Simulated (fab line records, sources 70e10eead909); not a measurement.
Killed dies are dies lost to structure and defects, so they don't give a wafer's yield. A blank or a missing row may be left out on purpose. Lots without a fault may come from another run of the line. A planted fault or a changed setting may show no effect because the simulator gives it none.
A struck lot beside a sound one | flow nand_harc | 17 steps out of a route of 1159
Sound: wafers L819.2, L819.4, L819.5. Struck: wafers L820.1, L820.4, L820.6. The cause comes at the end.
At each step with rows: each side's tool, then ch and its chambers, then its first start. Under that, the readings that differ: sound wafers | struck wafers | difference of the means | sigmas: that difference in standard deviations of wafers without a fault.
alike: readings whose means differ by less than 2 such deviations, and words and numbers that are the same on both sides. not compared: withheld readings, readings that some wafer has no value for, bounds like >300 that may hide the same value, and numbers for which the record gives no deviation and whose values overlap.
The two part at a step that has a row with sigmas, a row that says differs or no value, or rows on one side only. Numbers that don't overlap but have no deviation are shown without sigmas and don't part them. A reading that every wafer of one side lacks parts them only if that side has two wafers or more.

first, 1 step without rows for these wafers: NHARC_A_BONDPAD_ETCH_34 (etches the open film in N2/H2, target depth 60 nm, overetch 18 nm, time 65.91 s).
NHARC_A_BONDPAD_ETCH_12: etches the open film in CHF3/O2, target depth 220 nm, time 110 s.
  sound on rie_diel-06 ch 2,3; struck on rie_diel-02 ch 2,3
  alike: drypump_motor_current_A, oes_product_au, rf_vpp_V, showerhead_plenum_p_Torr, throttle_valve_pct
  not compared: rf_hours_counter_h
NHARC_A_BONDPAD_CD_MEAS_13:
  sound on cd_sem-03, day 18 03:14; struck on cd_sem-02, day 18 04:06
  alike: cd_nm
NHARC_A_BONDPAD_STRIP_15: strips in O2.
  sound on rie_diel-06 ch 0,1,3, day 18 03:20; struck on rie_diel-06 ch 0,1,3, day 18 04:13
  alike: drypump_motor_current_A, oes_product_au, rf_vpp_V, showerhead_plenum_p_Torr, throttle_valve_pct
  not compared: rf_hours_counter_h
NHARC_A_BONDPAD_ETCH_24: etches the open film in CF4/N2, target depth 30 nm, time 72.99 s.
  sound on rie_diel-06 ch 2,3; struck on rie_diel-06 ch 1,2
  alike: drypump_motor_current_A, oes_product_au, rf_vpp_V, showerhead_plenum_p_Torr, throttle_valve_pct
  not compared: rf_hours_counter_h
then, 1 step without rows for these wafers: NHARC_A_BONDPAD_STRIP_16 (strips in post etch residue remover, time 600 s).
NHARC_A_BONDPAD_DEGAS_25: time 60 s.
  sound on pvd_sputter-02, day 18 03:53; struck on pvd_sputter-03, day 18 04:44
  alike: heater_power_w
then, 2 steps without rows for these wafers: NHARC_A_BONDPAD_PRE_CLEAN_26 (time 30 s); NHARC_A_BONDPAD_PVD_17 (deposits TaN, target thk 5 nm, time 8.06 s).
NHARC_A_BONDPAD_PVD_27: deposits Cu, target thk 30 nm, time 20.49 s.
  sound on pvd_sputter-02; struck on pvd_sputter-03
  alike: throttle_valve_pct
then, 2 steps without rows for these wafers: NHARC_A_BONDPAD_ECD_18 (material Cu, target thk 400 nm); NHARC_A_BONDPAD_ANNEAL_28 (time 90 s).
NHARC_A_BONDPAD_CMP_19: polishes, t overpolish 30 s, cu recess touch 16 s, target thk 169.8 nm.
  sound on cmp-04 ch 0,1,2, day 18 05:01; struck on cmp-04 ch 2,3, day 18 05:49
  no value came back on the struck wafers for cu_recess_touch_s (s), edge_zone_pressure_frac, motor_current_A (A), overpolish_run_s (s); on the sound wafers cu_recess_touch_s (s) reads 16 16 16
NHARC_A_BONDPAD_THK_MEAS_20: measures by xrf.
  sound on film_metro-01, day 18 05:19; struck on film_metro-01, day 18 06:08
  reading     | sound             | struck            | difference | sigmas
  thk_nm (nm) | 168.8 170.3 169.7 | 398.0 400.6 403.0 | +230.9     | +99 or more
then, 1 step without rows for these wafers: NHARC_A_BONDPAD_SRD_21 (time 30 s, dry time 20 s).
NHARC_A_BONDPAD_INSPECT_23:
  sound on defect_inspect-01, day 18 05:32; struck on defect_inspect-02, day 18 06:23
  reading          | sound       | struck         | difference | sigmas
  raw_defect_count | 430 531 399 | 3268 3319 3291 | +2839      | +24
NHARC_END_SORT_01:
  the record has rows for the struck wafers here (prober-02 ch 0, day 20 03:28) and none for the sound ones

WHERE THEY PART
First at NHARC_A_BONDPAD_CMP_19; last, within this record, at NHARC_END_SORT_01.

WHY: what the simulator had put in
Skipped step whole: cmp-04, from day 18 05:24 on, at NHARC_A_BONDPAD_CMP_19. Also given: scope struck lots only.
